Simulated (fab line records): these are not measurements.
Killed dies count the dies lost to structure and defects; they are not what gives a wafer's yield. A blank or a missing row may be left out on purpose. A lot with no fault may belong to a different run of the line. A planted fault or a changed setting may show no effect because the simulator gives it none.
Which tool is to blame? + flow nand_harc + 66 wafers from 22 lots sampled at 6 of the route's 1302 steps

WHAT EACH GAUGE READ, for each wafer
The record lacks any reading of a measuring or inspecting step that a usual standard deviation could be used to judge.

WHAT TOOL EACH LOT RAN ON (gives the tool, then ch and the chambers of the sampled wafers, and finally the start)
| lot  | NHARC_A_STAIRCASE_TRIM_229         | NHARC_A_STAIRCASE_DESCUM_270       | NHARC_A_STAIRCASE_ETCH_452                    | NHARC_A_STAIRCASE_DEP_301       | NHARC_A_STAIRCASE_ETCH_313         | NHARC_A_STAIRCASE_STRIP_316    |
|------|------------------------------------|------------------------------------|-----------------------------------------------|---------------------------------|------------------------------------|--------------------------------|
| L074 | rie_diel-01 ch 0,1,3, day 15 23:59 | rie_diel-13 ch 0,2,3, day 16 06:31 | rie_diel-04 ch 0,1,2, day 16 18:02 or earlier | pecvd-01 ch 0,1,2, day 16 18:02 | rie_diel-01 ch 0,1,2, day 16 19:04 | rie_diel-01 ch 0,2, no start   |
| L075 | rie_diel-13 ch 1,2,3, day 16 10:46 | rie_diel-01 ch 0,1,2, day 16 17:07 | rie_diel-04 ch 0,1,3, day 17 06:21 or earlier | pecvd-02 ch 0,2, day 17 06:21   | rie_diel-01 ch 1,2,3, day 17 07:19 | rie_diel-01 ch 1,2,3, no start |
| L076 | rie_diel-04 ch 0,1,2, day 16 22:10 | rie_diel-13 ch 1,2,3, day 17 09:12 | rie_diel-13 ch 0,1,3, day 17 19:41 or earlier | pecvd-04 ch 1,2, day 17 19:41   | rie_diel-01 ch 1,2,3, day 17 20:44 | rie_diel-01 ch 0,1,2, no start |
| L077 | rie_diel-04 ch 0,2,3, day 17 11:02 | rie_diel-04 ch 0,1, day 17 17:23   | rie_diel-01 ch 0,1, day 18 05:47 or earlier   | pecvd-01 ch 1,2, day 18 05:47   | rie_diel-04 ch 2,3, day 18 06:49   | rie_diel-04 ch 0,1, no start   |
| L078 | rie_diel-01 ch 0,2,3, day 17 17:21 | rie_diel-04 ch 0,2,3, day 18 00:52 | rie_diel-04 ch 0,1,3, day 18 12:32 or earlier | pecvd-01 ch 0,1,2, day 18 12:32 | rie_diel-04 ch 0,1,2, day 18 16:25 | rie_diel-04 ch 0,1,2, no start |
| L079 | rie_diel-13 ch 1,2, day 18 08:28   | rie_diel-01 ch 0,1,3, day 18 15:10 | rie_diel-04 ch 2,3, day 19 06:22 or earlier   | pecvd-01 ch 1,2, day 19 06:22   | rie_diel-01 ch 0,1,2, day 19 07:15 | rie_diel-01 ch 2,3, no start   |
| L080 | rie_diel-01 ch 1,2,3, day 18 08:53 | rie_diel-13 ch 0,1,3, day 18 15:23 | rie_diel-01 ch 0,3, day 19 08:10 or earlier   | pecvd-02 ch 0,2, day 19 08:10   | rie_diel-01 ch 1,3, day 19 09:13   | rie_diel-01 ch 0,2,3, no start |
| L081 | rie_diel-04 ch 2,3, day 19 13:58   | rie_diel-01 ch 1,2,3, day 19 20:26 | rie_diel-01 ch 0,1,2, day 20 06:34 or earlier | pecvd-01 ch 1,2, day 20 06:34   | rie_diel-13 ch 1,2,3, day 20 07:30 | rie_diel-13 ch 1,2,3, no start |
| L082 | rie_diel-01 ch 0,1, day 19 16:32   | rie_diel-13 ch 1,2,3, day 20 00:35 | rie_diel-04 ch 0,3, day 20 12:19 or earlier   | pecvd-02 ch 0,1,2, day 20 12:19 | rie_diel-13 ch 0,1,2, day 20 13:16 | rie_diel-13 ch 0,1, no start   |
| L084 | rie_diel-01 ch 0,1,3, day 20 07:10 | rie_diel-13 ch 1,2,3, day 20 17:02 | rie_diel-13 ch 0,2,3, day 21 09:33 or earlier | pecvd-02 ch 0,1, day 21 09:33   | rie_diel-13 ch 0,1,3, day 21 10:43 | rie_diel-13 ch 0,1,3, no start |
| L085 | rie_diel-01 ch 0,3, day 20 12:33   | rie_diel-04 ch 0,1, day 20 18:48   | rie_diel-01 ch 0,1,2, day 21 09:07 or earlier | pecvd-04 ch 0,1, day 21 09:07   | rie_diel-01 ch 0,3, day 21 10:11   | rie_diel-01 ch 0,2, no start   |
| L086 | rie_diel-01 ch 1,2,3, day 20 21:23 | rie_diel-04 ch 1,2, day 21 06:31   | rie_diel-04 ch 0,1,3, day 21 16:58 or earlier | pecvd-02 ch 1,2, day 21 16:58   | rie_diel-04 ch 2,3, day 21 18:01   | rie_diel-04 ch 1,3, no start   |
| L088 | rie_diel-01 ch 0,1,3, day 21 22:04 | rie_diel-13 ch 0,2,3, day 22 04:13 | rie_diel-01 ch 0,2,3, day 22 14:19 or earlier | pecvd-01 ch 0,1,2, day 22 14:19 | rie_diel-01 ch 0,1,3, day 22 15:16 | rie_diel-01 ch 0,2,3, no start |
| L087 | rie_diel-04 ch 0,1, day 21 22:17   | rie_diel-13 ch 0,3, day 22 06:49   | rie_diel-01 ch 0,3, day 22 18:27 or earlier   | pecvd-02 ch 0,1, day 22 18:27   | rie_diel-01 ch 0,1,3, day 22 19:30 | rie_diel-01 ch 1,2, no start   |
| L090 | rie_diel-04 ch 1,2,3, day 22 17:19 | rie_diel-01 ch 1,2, day 22 23:55   | rie_diel-13 ch 0,2,3, day 23 10:05 or earlier | pecvd-02 ch 0,1, day 23 10:05   | rie_diel-01 ch 0,1,2, day 23 11:12 | rie_diel-01 ch 0,1,2, no start |
| L089 | rie_diel-04 ch 0,2,3, day 22 18:55 | rie_diel-01 ch 0,1,2, day 23 02:56 | rie_diel-01 ch 0,1,3, day 23 17:50 or earlier | pecvd-02 ch 0,1,2, day 23 17:50 | rie_diel-04 ch 1,2, day 23 18:53   | rie_diel-04 ch 1,2, no start   |
| L091 | rie_diel-13 ch 1,2, day 23 19:22   | rie_diel-13 ch 0,1, day 24 01:51   | rie_diel-13 ch 0,1,3, day 24 15:47 or earlier | pecvd-04 ch 0,2, day 24 15:47   | rie_diel-04 ch 0,3, day 24 17:00   | rie_diel-04 ch 0,1, no start   |
| L092 | rie_diel-04 ch 0,2, day 23 20:55   | rie_diel-04 ch 2,3, day 24 05:04   | rie_diel-04 ch 0,2, day 24 18:01 or earlier   | pecvd-02 ch 0,2, day 24 18:01   | rie_diel-13 ch 0,3, day 24 19:05   | rie_diel-13 ch 1,2,3, no start |
| L094 | rie_diel-04 ch 1,2, day 24 13:10   | rie_diel-04 ch 0,1,2, day 24 20:41 | rie_diel-04 ch 0,2,3, day 25 08:44 or earlier | pecvd-04 ch 0,1,2, day 25 08:44 | rie_diel-04 ch 1,2,3, day 25 09:49 | rie_diel-04 ch 2,3, no start   |
| L093 | rie_diel-13 ch 1,3, day 24 16:02   | rie_diel-04 ch 1,2,3, day 24 22:27 | rie_diel-01 ch 1,2,3, day 25 08:54 or earlier | pecvd-04 ch 0,2, day 25 08:54   | rie_diel-13 ch 1,2,3, day 25 10:03 | rie_diel-13 ch 0,3, no start   |
| L095 | rie_diel-04 ch 1,2,3, day 25 01:21 | rie_diel-04 ch 1,2,3, day 25 07:59 | rie_diel-04 ch 0,1,2, day 25 19:25 or earlier | pecvd-01 ch 0,1,2, day 25 19:25 | rie_diel-13 ch 0,2,3, day 25 20:29 | rie_diel-13 ch 1,2,3, no start |
| L097 | rie_diel-01 ch 1,2,3, day 25 10:39 | rie_diel-01 ch 0,1,2, day 25 19:53 | rie_diel-13 ch 2,3, day 26 07:23 or earlier   | pecvd-04 ch 1,2, day 26 07:23   | rie_diel-04 ch 1,3, day 26 08:26   | rie_diel-04 ch 0,3, no start   |
- NHARC_A_STAIRCASE_TRIM_229: chemistry O2, time 211.2 s.
- NHARC_A_STAIRCASE_DESCUM_270: chemistry O2, time 3 s.
- NHARC_A_STAIRCASE_ETCH_452: etches the open film in CF4/O2, target depth 30 nm, overetch 3 nm, time 16.5 s.
- NHARC_A_STAIRCASE_DEP_301: deposits SiON, target thk 30 nm.
- NHARC_A_STAIRCASE_ETCH_313: etches the open film in CF4/CHF3.
- NHARC_A_STAIRCASE_STRIP_316: strips in O2.

WHAT THE TOOLS THEMSELVES READ (means of the sampled wafers that have a number; where no wafer has one, the mark that the record gives instead)
NHARC_A_STAIRCASE_TRIM_229.
| lot  | tool        | drypump_motor_current_A (A) | oes_product_au (a.u.) | rf_vpp_V (V) | showerhead_plenum_p_Torr (Torr) | throttle_valve_pct (%) |
|------|-------------|-----------------------------|-----------------------|--------------|---------------------------------|------------------------|
| L074 | rie_diel-01 | 5.4                         | 1.009                 | 57.8         | 3.65                            | 17.036                 |
| L075 | rie_diel-13 | 5.9                         | 0.990                 | 58.4         | 3.67                            | 17.035                 |
| L076 | rie_diel-04 | 5.7                         | 1.000                 | 57.7         | 3.46                            | 17.034                 |
| L077 | rie_diel-04 | 5.8                         | 0.987                 | 58.0         | 3.58                            | 17.026                 |
| L078 | rie_diel-01 | 5.7                         | 1.002                 | 57.6         | 3.59                            | 17.039                 |
| L079 | rie_diel-13 | 6.1                         | 0.999                 | 57.8         | 3.66                            | 17.035                 |
| L080 | rie_diel-01 | 5.9                         | 0.996                 | 58.2         | 3.55                            | 17.035                 |
| L081 | rie_diel-04 | 6.0                         | 1.000                 | 57.5         | 3.64                            | 17.036                 |
| L082 | rie_diel-01 | 5.3                         | 1.010                 | 58.0         | 3.69                            | 17.032                 |
| L084 | rie_diel-01 | 5.4                         | 1.007                 | 57.9         | 3.64                            | 17.035                 |
| L085 | rie_diel-01 | 5.2                         | 1.009                 | 58.0         | 3.62                            | 17.039                 |
| L086 | rie_diel-01 | 5.9                         | 0.993                 | 58.3         | 3.54                            | 17.038                 |
| L088 | rie_diel-01 | 5.4                         | 1.014                 | 57.9         | 3.63                            | 17.030                 |
| L087 | rie_diel-04 | 5.7                         | 0.988                 | 57.1         | 3.48                            | 17.029                 |
| L090 | rie_diel-04 | 6.0                         | 1.013                 | 58.3         | 3.50                            | 17.038                 |
| L089 | rie_diel-04 | 5.8                         | 0.996                 | 57.6         | 3.56                            | 17.043                 |
| L091 | rie_diel-13 | 6.2                         | 0.990                 | 57.7         | 3.64                            | 17.035                 |
| L092 | rie_diel-04 | 5.6                         | 1.001                 | 58.4         | 3.44                            | 17.040                 |
| L094 | rie_diel-04 | 5.8                         | 1.012                 | 57.4         | 3.38                            | 17.039                 |
| L093 | rie_diel-13 | 6.3                         | 0.995                 | 58.4         | 3.77                            | 17.032                 |
| L095 | rie_diel-04 | 6.0                         | 1.008                 | 57.7         | 3.49                            | 17.042                 |
| L097 | rie_diel-01 | 5.8                         | 1.000                 | 58.7         | 3.52                            | 17.033                 |

NHARC_A_STAIRCASE_DESCUM_270.
| lot  | tool        | drypump_motor_current_A (A) | oes_product_au (a.u.) | rf_vpp_V (V) | showerhead_plenum_p_Torr (Torr) | throttle_valve_pct (%) |
|------|-------------|-----------------------------|-----------------------|--------------|---------------------------------|------------------------|
| L074 | rie_diel-13 | 5.7                         | 0.995                 | 58.1         | 1.98                            | 11.319                 |
| L075 | rie_diel-01 | 5.8                         | 1.002                 | 57.7         | 1.96                            | 11.306                 |
| L076 | rie_diel-13 | 5.9                         | 0.995                 | 58.1         | 1.99                            | 11.316                 |
| L077 | rie_diel-04 | 5.9                         | 1.009                 | 56.9         | 1.86                            | 11.308                 |
| L078 | rie_diel-04 | 5.7                         | 0.991                 | 57.9         | 1.94                            | 11.313                 |
| L079 | rie_diel-01 | 5.4                         | 1.010                 | 58.8         | 1.98                            | 11.309                 |
| L080 | rie_diel-13 | 6.1                         | 0.996                 | 58.4         | 2.06                            | 11.312                 |
| L081 | rie_diel-01 | 5.8                         | 0.991                 | 58.0         | 1.92                            | 11.314                 |
| L082 | rie_diel-13 | 5.9                         | 0.985                 | 58.5         | 1.99                            | 11.316                 |
| L084 | rie_diel-13 | 5.9                         | 0.995                 | 57.0         | 1.98                            | 11.316                 |
| L085 | rie_diel-04 | 5.7                         | 0.993                 | 58.8         | 1.89                            | 11.313                 |
| L086 | rie_diel-04 | 5.9                         | 1.016                 | 56.5         | 1.83                            | 11.314                 |
| L088 | rie_diel-13 | 5.7                         | 0.996                 | 57.7         | 1.97                            | 11.311                 |
| L087 | rie_diel-13 | 5.9                         | 0.996                 | 58.2         | 2.03                            | 11.305                 |
| L090 | rie_diel-01 | 6.2                         | 0.997                 | 58.7         | 1.89                            | 11.308                 |
| L089 | rie_diel-01 | 5.8                         | 1.009                 | 57.3         | 1.94                            | 11.317                 |
| L091 | rie_diel-13 | 6.3                         | 0.997                 | 59.0         | 2.05                            | 11.306                 |
| L092 | rie_diel-04 | 5.8                         | 1.010                 | 58.3         | 1.91                            | 11.313                 |
| L094 | rie_diel-04 | 5.7                         | 1.005                 | 57.8         | 1.86                            | 11.308                 |
| L093 | rie_diel-04 | 6.0                         | 1.013                 | 57.9         | 1.89                            | 11.307                 |
| L095 | rie_diel-04 | 6.0                         | 1.010                 | 56.9         | 1.89                            | 11.309                 |
| L097 | rie_diel-01 | 5.8                         | 0.997                 | 58.7         | 1.94                            | 11.312                 |

NHARC_A_STAIRCASE_ETCH_452.
| lot  | tool        | drypump_motor_current_A (A) | oes_product_au (a.u.) | rf_vpp_V (V) | showerhead_plenum_p_Torr (Torr) | throttle_valve_pct (%) |
|------|-------------|-----------------------------|-----------------------|--------------|---------------------------------|------------------------|
| L074 | rie_diel-04 | 5.7                         | 1.007                 | 197.0        | 1.31                            | 13.399                 |
| L075 | rie_diel-04 | 5.9                         | 0.997                 | 198.4        | 1.35                            | 13.402                 |
| L076 | rie_diel-13 | 6.1                         | 0.990                 | 199.7        | 1.43                            | 13.403                 |
| L077 | rie_diel-01 | 5.3                         | 1.011                 | 199.6        | 1.40                            | 13.388                 |
| L078 | rie_diel-04 | 5.9                         | 1.000                 | 198.0        | 1.35                            | 13.406                 |
| L079 | rie_diel-04 | 5.8                         | 1.017                 | 198.1        | 1.34                            | 13.398                 |
| L080 | rie_diel-01 | 5.3                         | 1.013                 | 198.5        | 1.37                            | 13.401                 |
| L081 | rie_diel-01 | 5.7                         | 0.998                 | 197.6        | 1.37                            | 13.393                 |
| L082 | rie_diel-04 | 5.9                         | 0.996                 | 199.0        | 1.40                            | 13.394                 |
| L084 | rie_diel-13 | 5.7                         | 1.003                 | 198.2        | 1.37                            | 13.395                 |
| L085 | rie_diel-01 | 5.8                         | 1.000                 | 198.4        | 1.36                            | 13.402                 |
| L086 | rie_diel-04 | 5.9                         | 0.997                 | 197.7        | 1.34                            | 13.403                 |
| L088 | rie_diel-01 | 5.6                         | 1.013                 | 198.7        | 1.35                            | 13.398                 |
| L087 | rie_diel-01 | 5.2                         | 1.015                 | 198.2        | 1.39                            | 13.391                 |
| L090 | rie_diel-13 | 5.7                         | 0.995                 | 198.7        | 1.37                            | 13.397                 |
| L089 | rie_diel-01 | 5.4                         | 1.007                 | 198.2        | 1.37                            | 13.398                 |
| L091 | rie_diel-13 | 6.1                         | 0.998                 | 198.8        | 1.42                            | 13.404                 |
| L092 | rie_diel-04 | 5.5                         | 1.010                 | 198.0        | 1.32                            | 13.389                 |
| L094 | rie_diel-04 | 5.7                         | 1.012                 | 198.4        | 1.35                            | 13.401                 |
| L093 | rie_diel-01 | 5.8                         | 0.996                 | 197.4        | 1.33                            | 13.406                 |
| L095 | rie_diel-04 | 5.7                         | 1.006                 | 197.3        | 1.29                            | 13.399                 |
| L097 | rie_diel-13 | 5.5                         | 0.989                 | 197.8        | 1.32                            | 13.401                 |

NHARC_A_STAIRCASE_DEP_301.
| lot  | tool     | heater_power_w (W) |
|------|----------|--------------------|
| L074 | pecvd-01 | 797                |
| L075 | pecvd-02 | 769                |
| L076 | pecvd-04 | 630                |
| L077 | pecvd-01 | 829                |
| L078 | pecvd-01 | 823                |
| L079 | pecvd-01 | 776                |
| L080 | pecvd-02 | 682                |
| L081 | pecvd-01 | 808                |
| L082 | pecvd-02 | 750                |
| L084 | pecvd-02 | 796                |
| L085 | pecvd-04 | 658                |
| L086 | pecvd-02 | 692                |
| L088 | pecvd-01 | 779                |
| L087 | pecvd-02 | 795                |
| L090 | pecvd-02 | 739                |
| L089 | pecvd-02 | 761                |
| L091 | pecvd-04 | 664                |
| L092 | pecvd-02 | 768                |
| L094 | pecvd-04 | 669                |
| L093 | pecvd-04 | 666                |
| L095 | pecvd-01 | 756                |
| L097 | pecvd-04 | 687                |

NHARC_A_STAIRCASE_ETCH_313.
| lot  | tool        | drypump_motor_current_A (A) | oes_product_au (a.u.) | rf_vpp_V (V) | showerhead_plenum_p_Torr (Torr) | throttle_valve_pct (%) |
|------|-------------|-----------------------------|-----------------------|--------------|---------------------------------|------------------------|
| L074 | rie_diel-01 | 5.8                         | 0.971                 | 372.3        | 1.61                            | 16.805                 |
| L075 | rie_diel-01 | 5.8                         | 0.975                 | 371.5        | 1.58                            | 16.804                 |
| L076 | rie_diel-01 | 5.8                         | 0.972                 | 371.1        | 1.58                            | 16.800                 |
| L077 | rie_diel-04 | 6.0                         | 0.922                 | 372.1        | 1.63                            | 16.810                 |
| L078 | rie_diel-04 | 5.7                         | 0.931                 | 369.2        | 1.54                            | 16.805                 |
| L079 | rie_diel-01 | 5.8                         | 0.929                 | 372.0        | 1.61                            | 16.803                 |
| L080 | rie_diel-01 | 5.4                         | 0.922                 | 372.1        | 1.60                            | 16.807                 |
| L081 | rie_diel-13 | 5.9                         | 0.924                 | 372.5        | 1.63                            | 16.793                 |
| L082 | rie_diel-13 | 5.9                         | 0.923                 | 372.1        | 1.62                            | 16.805                 |
| L084 | rie_diel-13 | 6.1                         | 0.928                 | 373.1        | 1.68                            | 16.807                 |
| L085 | rie_diel-01 | 5.2                         | 0.935                 | 373.2        | 1.64                            | 16.805                 |
| L086 | rie_diel-04 | 5.8                         | 0.928                 | 370.5        | 1.57                            | 16.811                 |
| L088 | rie_diel-01 | 5.4                         | 0.937                 | 371.8        | 1.62                            | 16.803                 |
| L087 | rie_diel-01 | 5.4                         | 0.934                 | 372.2        | 1.62                            | 16.806                 |
| L090 | rie_diel-01 | 5.8                         | 0.931                 | 370.9        | 1.60                            | 16.807                 |
| L089 | rie_diel-04 | 5.8                         | 0.990                 | 368.2        | 1.51                            | 16.809                 |
| L091 | rie_diel-04 | 5.7                         | 0.924                 | 372.3        | 1.61                            | 16.791                 |
| L092 | rie_diel-13 | 5.9                         | 0.932                 | 373.1        | 1.66                            | 16.802                 |
| L094 | rie_diel-04 | 6.0                         | 0.937                 | 370.3        | 1.56                            | 16.794                 |
| L093 | rie_diel-13 | 5.9                         | 0.913                 | 371.9        | 1.62                            | 16.810                 |
| L095 | rie_diel-13 | 5.7                         | 0.965                 | 371.0        | 1.61                            | 16.797                 |
| L097 | rie_diel-04 | 6.1                         | 0.952                 | 371.4        | 1.61                            | 16.807                 |

NHARC_A_STAIRCASE_STRIP_316.
| lot  | tool        | drypump_motor_current_A (A) | oes_product_au (a.u.) | rf_vpp_V (V) | showerhead_plenum_p_Torr (Torr) | throttle_valve_pct (%) |
|------|-------------|-----------------------------|-----------------------|--------------|---------------------------------|------------------------|
| L074 | rie_diel-01 | 6.0                         | 1.010                 | 58.2         | 3.55                            | 17.042                 |
| L075 | rie_diel-01 | 5.9                         | 0.997                 | 57.5         | 3.55                            | 17.035                 |
| L076 | rie_diel-01 | 5.8                         | 1.005                 | 57.8         | 3.61                            | 17.034                 |
| L077 | rie_diel-04 | 5.9                         | 1.002                 | 58.0         | 3.44                            | 17.042                 |
| L078 | rie_diel-04 | 5.7                         | 1.008                 | 57.8         | 3.45                            | 17.037                 |
| L079 | rie_diel-01 | 5.7                         | 1.001                 | 58.5         | 3.53                            | 17.034                 |
| L080 | rie_diel-01 | 5.6                         | 1.009                 | 58.1         | 3.59                            | 17.042                 |
| L081 | rie_diel-13 | 5.9                         | 1.001                 | 58.4         | 3.65                            | 17.039                 |
| L082 | rie_diel-13 | 6.3                         | 1.004                 | 58.5         | 3.77                            | 17.036                 |
| L084 | rie_diel-13 | 6.1                         | 1.008                 | 57.7         | 3.76                            | 17.034                 |
| L085 | rie_diel-01 | 6.0                         | 1.001                 | 57.6         | 3.54                            | 17.034                 |
| L086 | rie_diel-04 | 6.1                         | 1.018                 | 57.1         | 3.50                            | 17.036                 |
| L088 | rie_diel-01 | 5.6                         | 1.011                 | 58.2         | 3.57                            | 17.040                 |
| L087 | rie_diel-01 | 6.0                         | 0.996                 | 57.4         | 3.55                            | 17.033                 |
| L090 | rie_diel-01 | 5.8                         | 1.001                 | 57.2         | 3.58                            | 17.035                 |
| L089 | rie_diel-04 | 5.8                         | 1.004                 | 57.1         | 3.39                            | 17.032                 |
| L091 | rie_diel-04 | 5.7                         | 1.003                 | 57.6         | 3.47                            | 17.026                 |
| L092 | rie_diel-13 | 5.9                         | 0.987                 | 58.5         | 3.63                            | 17.036                 |
| L094 | rie_diel-04 | 5.8                         | 1.011                 | 58.5         | 3.51                            | 17.047                 |
| L093 | rie_diel-13 | 6.0                         | 1.001                 | 57.7         | 3.72                            | 17.034                 |
| L095 | rie_diel-13 | 5.9                         | 0.992                 | 58.1         | 3.63                            | 17.031                 |
| L097 | rie_diel-04 | 6.0                         | 1.004                 | 57.1         | 3.67                            | 17.031                 |

THE ANSWER, worked out from the rows above alone
Rule: what is usual is taken from the lots themselves. The widest of any qualifying gaps counts: lots, ordered by their means at a reading, are off when they make up no more than a third of the lots, leave a main group of 4 or more, and stand apart from it by 3 or more times the standard deviation of that group's means. Not used: any main group whose means are identical at the precision the tables above print for the reading. A lot without any number at a reading at which 4 lots or more have one is off too. The other lots that the step has rows for count as sound. First the gauges in route order, then the tools' own readings, where a lot's mean is used as printed above. At the first step where some lot is off, the reading lying furthest off is the one used; lots without a number count as furthest.
None of the lots is off at any reading shown; this tells nothing.

WHAT WAS PUT IN BY THE SIMULATOR
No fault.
